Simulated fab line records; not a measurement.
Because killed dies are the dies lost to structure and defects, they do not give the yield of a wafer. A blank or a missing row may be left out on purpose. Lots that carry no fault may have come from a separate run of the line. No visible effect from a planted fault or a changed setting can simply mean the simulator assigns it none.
Chamber matching + flow n5Finfet + rieDiel-06 running N5_MOL_CONTACT_COAG_ETCH_65: 4 sister chambers
The step etches underlayer in N2/H2, target depth 13 nm, time 10.4 s. 20 wafers are shown with their chamber, then 10 later ones without.

== WAFERS WITH THEIR CHAMBER ==
| wafer  | chamber | showerheadPlenumPTorr (Torr) | throttleValvePct (%) | drypumpMotorCurrentA (A) |
|--------|---------|------------------------------|----------------------|--------------------------|
| L076.1 | 2       | 2.70                         | 17.30                | 5.78                     |
| L076.4 | 0       | 2.72                         | 17.86                | 5.59                     |
| L076.5 | 0       | 2.72                         | 17.86                | 5.60                     |
| L081.2 | 3       | 2.61                         | 17.78                | 5.28                     |
| L081.3 | 2       | 2.70                         | 17.33                | 5.75                     |
| L081.5 | 0       | 2.71                         | 17.88                | 5.57                     |
| L080.1 | 1       | 2.48                         | 17.74                | 5.61                     |
| L080.2 | 2       | 2.70                         | 17.34                | 5.74                     |
| L080.6 | 3       | 2.61                         | 17.78                | 5.29                     |
| L082.4 | 2       | 2.70                         | 17.31                | 5.77                     |
| L082.5 | 3       | 2.60                         | 17.77                | 5.26                     |
| L082.6 | 0       | 2.71                         | 17.89                | 5.59                     |
| L085.2 | 3       | 2.60                         | 17.78                | 5.27                     |
| L085.3 | 1       | 2.48                         | 17.77                | 5.59                     |
| L085.6 | 2       | 2.69                         | 17.33                | 5.76                     |
| L087.1 | 1       | 2.48                         | 17.76                | 5.61                     |
| L087.2 | 0       | 2.71                         | 17.91                | 5.57                     |
| L087.6 | 0       | 2.71                         | 17.88                | 5.59                     |
| L088.2 | 2       | 2.69                         | 17.35                | 5.75                     |
| L088.5 | 0       | 2.70                         | 17.90                | 5.58                     |

SIGNATURES, as means of the wafers listed above
| reading               | chamber 0 | chamber 1 | chamber 2 | chamber 3 | scatter within a chamber |
|-----------------------|-----------|-----------|-----------|-----------|--------------------------|
| showerheadPlenumPTorr | 2.7114    | 2.4800    | 2.6967    | 2.6050    | 0.0057                   |
| throttleValvePct      | 17.8829   | 17.7567   | 17.3267   | 17.7775   | 0.0166                   |
| drypumpMotorCurrentA  | 5.5843    | 5.6033    | 5.7583    | 5.2750    | 0.0128                   |
Rule: for a wafer and a chamber, the distance is found by dividing, reading by reading, the gap between the wafer's reading and the chamber's mean by the reading's scatter, squaring, summing and taking the root. The wafer belongs to the nearest chamber; if the next one is less than 2 further off, it can't be placed. The scatter is the square root of a quotient: the sum, over the shown wafers, of each reading's squared deviation from its chamber's mean, divided by wafers minus chambers.

== WAFERS WITHOUT THEIR CHAMBER ==
| wafer  | showerheadPlenumPTorr (Torr) | throttleValvePct (%) | drypumpMotorCurrentA (A) |
|--------|------------------------------|----------------------|--------------------------|
| L088.6 | 2.69                         | 17.35                | 5.77                     |
| L090.2 | 2.60                         | 17.36                | 5.27                     |
| L090.3 | 2.47                         | 17.79                | 5.66                     |
| L090.4 | 2.69                         | 17.35                | 5.75                     |
| L092.4 | 2.70                         | 17.90                | 5.57                     |
| L092.5 | 2.47                         | 17.79                | 5.62                     |
| L092.6 | 2.69                         | 17.36                | 5.72                     |
| L096.3 | 2.60                         | 17.36                | 5.27                     |
| L096.5 | 2.70                         | 17.93                | 5.57                     |
| L096.6 | 2.47                         | 17.80                | 5.62                     |

== WHICH CHAMBER EACH ONE RAN IN ==
| wafer  | from the rows above | in truth |
|--------|---------------------|----------|
| L088.6 | 2                   | 2        |
| L090.2 | 3                   | 3        |
| L090.3 | 1                   | 1        |
| L090.4 | 2                   | 2        |
| L092.4 | 0                   | 0        |
| L092.5 | 1                   | 1        |
| L092.6 | 2                   | 2        |
| L096.3 | 3                   | 3        |
| L096.5 | 0                   | 0        |
| L096.6 | 1                   | 1        |
10 of 10 placed correctly. Left unplaced by these rows: 0. Number placed wrongly: 0.
